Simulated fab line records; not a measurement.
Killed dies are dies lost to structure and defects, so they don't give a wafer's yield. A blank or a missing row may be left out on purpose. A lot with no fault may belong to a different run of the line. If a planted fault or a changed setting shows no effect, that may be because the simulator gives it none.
Matching of chambers | flow nand harc | 4 sister chambers for NHARC_A_WL_FILL_ALD_10 on ald hk-03
The step deposits SiO2, target thk 50 nm, pulse time 10 s, ald cycles 500. 20 wafers are shown with their chamber, then 10 later ones without.

WAFERS, EACH WITH ITS CHAMBER
wafer  | chamber | heater power w (W) | precursor pulse height rel
L076.1 | 1       | 569                | 1.007
L076.3 | 2       | 477                | 1.034
L076.4 | 3       | 607                | 0.984
L078.1 | 1       | 564                | 0.956
L078.2 | 0       | 466                | 0.998
L078.5 | 1       | 560                | 1.025
L080.1 | 2       | 480                | 0.968
L080.2 | 0       | 461                | 0.980
L080.5 | 2       | 484                | 0.966
L082.3 | 3       | 596                | 0.968
L082.2 | 2       | 484                | 1.017
L082.5 | 3       | 592                | 1.021
L085.1 | 3       | 609                | 0.973
L085.2 | 2       | 479                | 0.994
L085.6 | 1       | 545                | 1.026
L088.1 | 3       | 593                | 1.012
L088.3 | 0       | 442                | 0.991
L088.6 | 3       | 604                | 0.994
L087.3 | 2       | 484                | 0.998
L087.1 | 0       | 436                | 0.962

SIGNATURES (averages over the wafers above)
reading                    | chamber 0 | chamber 1 | chamber 2 | chamber 3 | scatter within a chamber
heater power w             | 451.25    | 559.50    | 481.33    | 600.17    | 8.92
precursor pulse height rel | 0.98275   | 1.00350   | 0.99617   | 0.99200   | 0.0247
Rule: a wafer's distance from a chamber is the root of the sum, over the readings, of the square of ((its reading less the chamber's mean) divided by the reading's scatter). If the next closest chamber is less than 2 further off than the closest, the wafer can't be placed; otherwise it belongs to the closest. How the scatter is found: for the shown wafers, subtract from each reading the mean of its chamber, square and add these, divide the total by (wafers less chambers), then take the root.

WAFERS WITH NO CHAMBER GIVEN
wafer  | heater power w (W) | precursor pulse height rel
L087.5 | 538                | 1.006
L092.3 | 601                | 1.014
L092.4 | 453                | 0.997
L092.6 | 611                | 1.015
L095.1 | 460                | 0.971
L095.4 | 483                | 0.995
L095.5 | 601                | 1.032
L097.2 | 610                | 1.010
L097.4 | 562                | 1.015
L097.5 | 603                | 0.998

WHICH CHAMBER EACH ONE RAN IN
wafer  | from the rows above     | in truth
L087.5 | 1                       | 1
L092.3 | 3                       | 3
L092.4 | 0                       | 0
L092.6 | 3                       | 3
L095.1 | can't be placed: 0 or 2 | 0
L095.4 | 2                       | 2
L095.5 | 3                       | 3
L097.2 | 3                       | 3
L097.4 | 1                       | 1
L097.5 | 3                       | 3
Placed correctly: 9 of 10. From these rows, 1 cannot be placed; in 1 the true chamber is one of the candidates. Wrongly placed: 0.
